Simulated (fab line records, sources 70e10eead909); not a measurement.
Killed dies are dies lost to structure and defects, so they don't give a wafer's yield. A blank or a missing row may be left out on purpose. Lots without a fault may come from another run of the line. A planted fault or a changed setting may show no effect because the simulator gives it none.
fab line records | flow nand_harc
record lots=12 wafers=36 last_day=24
route steps=1159 shown P_ZERO_WELL@18 P_STI@100
lots that met no fault: from a run of the same line without faults
start_h: hours from the record's first day to the start of the lot's first wafer shown | wait_h: hours since the lot's step before | " the same as in the row above | L1.1+2: a row that stands for several wafers | - no value, or no start given | * or withheld: withheld | < > ~ a bound
route shown NAME@n: a module of which the file shows steps, and the number in the route of the first | usual: mean/standard deviation of fault-free wafers | same: alike in all rows | chamber/n: place in a boat | sites: the reading at each site | _std_site: their standard deviation | _edge_site: outer sites' mean less inner sites' | radius_mm: how far each site lies from the wafer's centre | mask NAME#n: copy n | behind: the tool/chamber that last shaped the wafer | hold: why the lot was held/for how many hours/how that ended | device: the transistor (n, p or np) that didn't switch | end of line: the same wafers' tests at the end of the route | a step without rows: its recipe alone | killed: dies lost to structure and defects at the first sort, not the wafer's yield | map: a wafer's dies, x killed, . not, _ none there
set.NAME: the setting as run; set.NAME@STEP: as run at that earlier step | model.NAME: the simulator's own value behind a step, which no gauge read
steps of the route over a sample of lots; a table a step, a row a wafer
services: from which hour (start_h, from the record's first day; less than 0 if before it) a tool's chamber was out of use, for how many hours, and why
## steps
# step NHARC_P_ZERO_WELL_ETCH_62
# recipe target_depth_a=130 time_s=6.5 chf3_flow_sccm=50 ar_flow_sccm=200 rf_w=500 bias_w=200 chemistry=CHF3/Ar
# usual drypump_motor_current_A=5.8/0.45 oes_product_au=0.961/0.019 rf_vpp_V=371.9/2.3 showerhead_plenum_p_Torr=2.41/0.094 throttle_valve_pct=20.216/0.0091
# columns lot.wafer tool chamber start_h wait_h drypump_motor_current_A oes_product_au rf_hours_counter_h rf_vpp_V showerhead_plenum_p_Torr throttle_valve_pct
L330.3 rie_diel-08 1 - - 6.2 0.961 4.4 367.9 2.27 20.221
L330.2 " 3 " " 6.4 0.981 5.2 372.4 2.46 20.221
L330.6 " 1 " " 6.2 0.964 - 367.8 2.27 20.224
L331.1 rie_diel-08 3 - - 6.5 0.915 5.7 373.0 2.46 20.223
L331.3 " 0 " " 5.7 0.914 5.5 375.1 2.49 20.203
L331.2 " 1 " " 6.2 0.922 5.1 368.3 2.27 20.220
L333.3 rie_diel-08 3 - - 6.4 0.963 6.9 371.7 2.46 20.224
L333.4 " 2 " " 5.5 0.973 6.8 374.1 2.45 20.206
L333.6 " 3 " " 6.5 0.964 - 372.7 2.46 20.218
L334.1 rie_diel-07 1 - - 5.5 0.985 9.3 373.7 2.50 20.218
L334.4 " 2 " " 4.9 0.977 9.8 372.6 2.50 20.221
L334.5 " 0 " " 5.2 0.990 - 367.7 2.22 20.216
L335.2 rie_diel-11 3 - - 5.7 0.972 2.7 371.9 2.43 20.228
L335.1 " 1 " " 6.0 0.924 3.1 372.3 2.41 20.217
L335.4 " 1 " " 5.9 0.926 - 373.5 2.41 20.215
L339.2 rie_diel-07 3 - - 6.4 0.961 1.5 375.1 2.49 20.221
L339.3 " 0 " " 5.2 0.984 1.5 365.7 2.22 20.222
L339.6 " 0 " " 5.2 0.994 - 367.8 2.22 20.206
L340.2 rie_diel-08 2 - - 5.5 0.971 8.8 373.3 2.45 20.223
L340.3 " 3 " " 6.5 0.967 9.0 373.1 2.46 20.217
L340.5 " 0 " " 5.7 0.962 - 375.0 2.49 20.228
L342.2 rie_diel-08 2 - - 5.5 0.988 9.5 373.5 2.45 20.229
L342.1 " 3 " " 6.4 0.965 9.7 372.0 2.46 20.214
L342.4 " 2 " " 5.5 0.977 - 372.6 2.45 20.220
L346.4 rie_diel-07 1 - - 5.6 0.967 5.5 373.2 2.49 20.219
L346.6 " 3 " " 6.5 0.956 - 373.4 2.48 20.209
L346.5 " 0 " " 5.2 0.991 - 369.3 2.22 20.207
L348.2 rie_diel-11 2 - - 5.8 0.955 10.4 372.1 2.38 20.232
L348.3 " 0 " " 5.6 0.963 9.2 368.4 2.27 20.227
L348.1 " 1 " " 6.0 0.949 10.0 371.0 2.41 20.209
L349.3 rie_diel-07 3 - - 6.5 0.953 8.1 372.4 2.48 20.221
L349.4 " 0 " " 5.2 0.996 8.2 367.6 2.22 20.215
L349.6 " 3 " " 6.5 0.944 - 374.6 2.48 20.219
L350.1 rie_diel-08 2 - - 5.5 0.936 1.3 372.7 2.45 20.228
L350.4 " 2 " " 5.5 0.949 - 372.1 2.45 20.215
L350.6 " 2 " " 5.5 0.936 - 373.1 2.45 20.215
# step NHARC_P_ZERO_WELL_PEB_22
# recipe peb_temp_c=118 peb_time_s=85
# usual heater_power_total_W=163.96/0.28 plate_temp_C=117.99/0.14
# columns lot.wafer tool chamber start_h wait_h heater_power_total_W plate_temp_C
L330.2 litho_track-05 0 26.37 0.1 164.49 117.94
L330.3 " 0 " " 163.72 117.73
L330.6 " 0 " " 163.65 117.61
L331.1 litho_track-03 0 32.37 0.1 163.65 117.92
L331.2 " 0 " " 164.16 117.89
L331.3 " 0 " " 163.99 117.79
L333.3 litho_track-05 0 44.43 0.1 163.71 118.02
L333.4 " 0 " " 163.67 117.93
L333.6 " 0 " " 163.69 118.19
L334.1 litho_track-02 0 50.37 0.1 164.33 117.92
L334.4 " 0 " " 164.24 117.84
L334.5 " 0 " " 164.52 117.90
L335.1 litho_track-03 0 56.41 0.1 164.10 117.95
L335.2 " 0 " " 163.65 118.05
L335.4 " 0 " " 163.98 117.82
L339.2 litho_track-03 0 80.46 0.1 154.34 112.64
L339.3 " 0 " " 154.07 112.64
L339.6 " 0 " " 154.34 112.70
L340.2 litho_track-02 0 86.39 0.1 163.99 117.67
L340.3 " 0 " " 163.96 117.88
L340.5 " 0 " " 163.67 117.96
L342.1 litho_track-03 0 98.40 0.1 154.14 112.62
L342.2 " 0 " " 153.94 112.57
L342.4 " 0 " " 153.95 112.77
L346.4 litho_track-02 0 122.36 0.0 163.81 118.02
L346.5 " 0 " " 163.79 117.93
L346.6 " 0 " " 163.75 117.80
L348.1 litho_track-05 0 134.49 0.1 164.09 118.15
L348.2 " 0 " " 164.01 118.15
L348.3 " 0 " " 163.67 118.11
L349.3 litho_track-02 0 140.36 0.1 163.92 117.94
L349.4 " 0 " " 163.71 118.15
L349.6 " 0 " " 164.36 118.20
L350.1 litho_track-02 0 146.65 0.1 163.82 118.14
L350.4 " 0 " " 164.31 117.97
L350.6 " 0 " " 164.29 118.07
# step NHARC_P_ZERO_WELL_CD_MEAS_24
# recipe target_cd_nm=720 landing_energy_ev=500
# usual cd_nm=719.9/2.7
# columns lot.wafer tool chamber start_h wait_h cd_nm
L330.2 cd_sem-03 0 26.46 - 719.1
L330.3 " 0 " " 716.0
L330.6 " 0 " " 714.6
L331.1 cd_sem-01 0 32.46 - 719.7
L331.2 " 0 " " 721.6
L331.3 " 0 " " 722.3
L333.3 cd_sem-02 0 44.53 - 715.5
L333.4 " 0 " " 711.6
L333.6 " 0 " " 718.2
L334.1 cd_sem-01 0 50.47 - 721.4
L334.4 " 0 " " 716.5
L334.5 " 0 " " 719.2
L335.1 cd_sem-01 0 56.50 - 724.5
L335.2 " 0 " " 724.8
L335.4 " 0 " " 722.2
L339.2 cd_sem-02 0 80.55 - 708.0
L339.3 " 0 " " 711.9
L339.6 " 0 " " 711.7
L340.2 cd_sem-02 0 86.49 - 720.6
L340.3 " 0 " " 717.0
L340.5 " 0 " " 718.8
L342.1 cd_sem-02 0 98.49 - 712.5
L342.2 " 0 " " 708.1
L342.4 " 0 " " 709.7
L346.4 cd_sem-03 0 122.46 - 722.2
L346.5 " 0 " " 721.3
L346.6 " 0 " " 716.0
L348.1 cd_sem-01 0 134.58 - 717.4
L348.2 " 0 " " 719.5
L348.3 " 0 " " 714.5
L349.3 cd_sem-01 0 140.46 - 719.9
L349.4 " 0 " " 719.3
L349.6 " 0 " " 718.6
L350.1 cd_sem-02 0 146.74 - 722.4
L350.4 " 0 " " 718.6
L350.6 " 0 " " 718.8
# step NHARC_P_ZERO_WELL_DESCUM_54
# recipe time_s=3 o2_flow_sccm=200 ar_flow_sccm=0 bias_power_w=0 chemistry=O2
# usual drypump_motor_current_A=5.7/0.46 oes_product_au=1.001/0.014 rf_vpp_V=58.1/0.82 showerhead_plenum_p_Torr=1.97/0.083 throttle_valve_pct=11.312/0.0089
# columns lot.wafer tool chamber start_h wait_h drypump_motor_current_A oes_product_au rf_hours_counter_h rf_vpp_V showerhead_plenum_p_Torr throttle_valve_pct
L330.2 rie_diel-11 3 29.66 - 5.7 0.997 1 58.0 1.98 11.312
L330.3 " 0 " " 5.6 0.998 1 57.7 1.85 11.311
L330.6 " 3 " " 5.8 1.000 - 56.6 1.98 11.309
L331.1 rie_diel-07 1 35.77 - 5.6 1.013 8 58.4 2.04 11.305
L331.2 " 2 " " 5.0 1.005 9 58.2 2.05 11.308
L331.3 " 3 " " 6.5 0.995 9 57.9 2.04 11.320
L333.4 rie_diel-07 0 47.80 - 5.2 1.039 9 56.3 1.81 11.313
L333.3 " 3 " " 6.5 1.001 10 56.9 2.04 11.323
L333.6 " 0 " " 5.2 1.028 - 57.5 1.81 11.311
L334.1 rie_diel-08 3 53.71 - 6.5 0.999 7 58.0 2.01 11.296
L334.4 " 0 " " 5.7 0.994 7 59.4 2.04 11.316
L334.5 " 2 " " 5.5 1.010 - 57.6 2.00 11.304
L335.4 rie_diel-08 2 59.98 - 5.5 1.009 7 57.1 2.00 11.316
L335.2 " 3 " " 6.4 0.992 7 58.1 2.01 11.297
L335.1 " 0 " " 5.7 1.002 7 57.9 2.03 11.328
L339.3 rie_diel-07 2 83.76 - 5.0 1.001 1 58.5 2.05 11.314
L339.2 " 3 " " 6.5 0.979 3 58.5 2.03 11.312
L339.6 " 1 " " 5.5 0.984 - 58.1 2.04 11.310
L340.3 rie_diel-11 2 89.82 - 5.8 1.011 6 57.7 1.95 11.306
L340.2 " 3 " " 5.8 1.010 6 58.2 1.98 11.306
L340.5 " 2 " " 5.8 0.996 - 59.3 1.95 11.310
L342.1 rie_diel-11 2 101.94 - 5.8 0.998 8 57.6 1.95 11.310
L342.2 " 0 " " 5.6 0.992 6 57.2 1.85 11.309
L342.4 " 1 " " 5.9 0.979 7 57.1 1.97 11.320
L346.4 rie_diel-11 2 125.79 - 5.8 1.004 10 57.5 1.95 11.313
L346.6 " 0 " " 5.6 0.984 - 59.2 1.85 11.325
L346.5 " 1 " " 6.0 0.984 - 58.5 1.97 11.319
L348.2 rie_diel-08 2 138.06 - 5.5 0.988 0 58.9 2.00 11.305
L348.1 " 3 " " 6.4 0.996 0 58.2 2.01 11.305
L348.3 " 1 " " 6.2 1.005 0 58.1 1.85 11.310
L349.4 rie_diel-07 1 144.01 - 5.5 1.006 7 57.8 2.04 11.312
L349.3 " 0 " " 5.2 1.027 8 57.7 1.81 11.313
L349.6 " 2 " " 4.9 1.017 - 59.2 2.05 11.310
L350.1 rie_diel-08 2 149.98 - 5.5 1.007 1 58.9 2.00 11.331
L350.4 " 2 " " 5.5 0.995 - 57.7 2.00 11.311
L350.6 " 3 " " 6.5 0.987 - 58.1 2.01 11.305
# step NHARC_P_STI_CMP_21
# recipe t_overpolish_s=20 target_thk_nm=380.67
# usual motor_current_A=12.2/1.1 overpolish_run_s=20.001/0.0081
# columns lot.wafer tool chamber start_h wait_h motor_current_A overpolish_run_s
L331.2 cmp-03 2 74.18 0.4 13.5 20.002
L331.3 " 3 " " 11.6 20.005
L331.1 " 0 " " 10.7 19.997
L330.3 cmp-02 1 74.20 0.4 12.6 20.008
L330.2 " 3 " " 11.7 20.004
L330.6 " 0 " " 11.5 19.993
L333.4 cmp-01 1 89.80 0.4 12.6 20.002
L333.3 " 3 " " 11.9 20.000
L333.6 " 1 " " 12.3 19.995
L334.4 cmp-02 1 89.83 0.4 12.6 20.000
L334.1 " 2 " " 10.8 20.001
L334.5 " 0 " " 11.2 20.011
L335.4 cmp-03 3 98.65 0.4 11.6 19.997
L335.1 " 1 " " 11.9 19.996
L335.2 " 2 " " 13.4 19.991
L339.3 cmp-03 1 122.02 0.4 12.6 19.987
L339.2 " 0 " " 11.4 20.008
L339.6 " 2 " " 13.2 19.994
L340.2 cmp-02 2 133.55 0.4 11.3 20.014
L340.3 " 3 " " 12.0 19.996
L340.5 " 2 " " 10.6 20.011
L342.2 cmp-03 1 141.17 0.4 12.6 20.008
L342.4 " 3 " " 12.0 19.998
L342.1 " 0 " " 10.7 19.985
L346.4 cmp-03 0 162.81 0.4 11.0 19.996
L346.5 " 2 " " 13.6 20.006
L346.6 " 3 " " 11.6 20.002
L348.2 cmp-01 1 177.91 0.4 12.3 20.003
L348.1 " 3 " " 11.6 19.994
L348.3 " 0 " " 11.5 19.993
L349.4 cmp-01 3 184.27 0.4 11.3 20.015
L349.3 " 0 " " 12.0 20.009
L349.6 " 3 " " 10.7 19.997
L350.1 cmp-01 1 184.45 0.6 11.4 20.002
L350.4 " 2 " " 13.7 20.019
L350.6 " 0 " " 11.1 19.998
## services
# columns tool chamber start_h hours kind
cmp-01 - 2.56 0.8 repair
rie_diel-11 - 12.52 9.0 pm
cmp-01 - 16.54 0.9 repair
cmp-03 - 27.64 11.6 repair
cmp-02 - 30.55 4.0 pm
litho_track-03 - 38.00 7.0 pm
rie_diel-07 - 51.33 9.0 pm
rie_diel-11 0 54.80 4.0 repair
cmp-03 - 58.67 4.0 pm
rie_diel-07 2 60.78 8.5 repair
litho_track-05 - 62.00 7.0 pm
rie_diel-08 - 78.83 0.8 repair
cmp-01 - 81.50 4.0 pm
cmp-02 - 87.48 1.4 repair
rie_diel-08 0 94.04 132.0 repair
rie_diel-07 - 101.47 1.5 repair
cmp-03 - 122.38 1.2 repair
rie_diel-08 - 124.88 9.0 pm
cmp-01 - 135.54 1.1 repair
rie_diel-08 1 141.25 6.0 repair
rie_diel-07 0 148.06 1.9 repair
cmp-03 - 156.80 4.0 pm
litho_track-02 - 165.00 7.0 pm
cmp-01 - 179.50 4.0 pm
## key
first_sign step=NHARC_P_ZERO_WELL_PEB_22 reading=plate_temp_C direction=down sigmas=39 usual=* struck=*
effect step=NHARC_P_ZERO_WELL_PEB_22 reading=heater_power_total_W direction=down sigmas=35 usual=* struck=*
effect step=NHARC_P_ZERO_WELL_CD_MEAS_24 reading=cd_nm direction=down sigmas=3.6 usual=719.9 struck=710.3
met_at NHARC_P_ZERO_WELL_PEB_22
struck_lots L339,L342
tester_left_out L339,L342
not_acting_at NHARC_P_ZERO_WELL_ETCH_62,NHARC_P_ZERO_WELL_DESCUM_54,NHARC_P_STI_CMP_21
onset_between 56.41 80.46
fault kind=process_parameter_drift tool=litho_track-03 chamber=- onset_h=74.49 steps=NHARC_P_ZERO_WELL_PEB_22 channel=peb_temp_c offset=* shape=step end_h=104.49 acts_in=* stated=*
# tester_left_out: of these lots the tester's yield and bins aren't shown, on N5 and GAA mostly nor the transistor test; their killed dies are dies lost to structure and defects alone, not to doping, threshold or leakage, so they don't give the yield
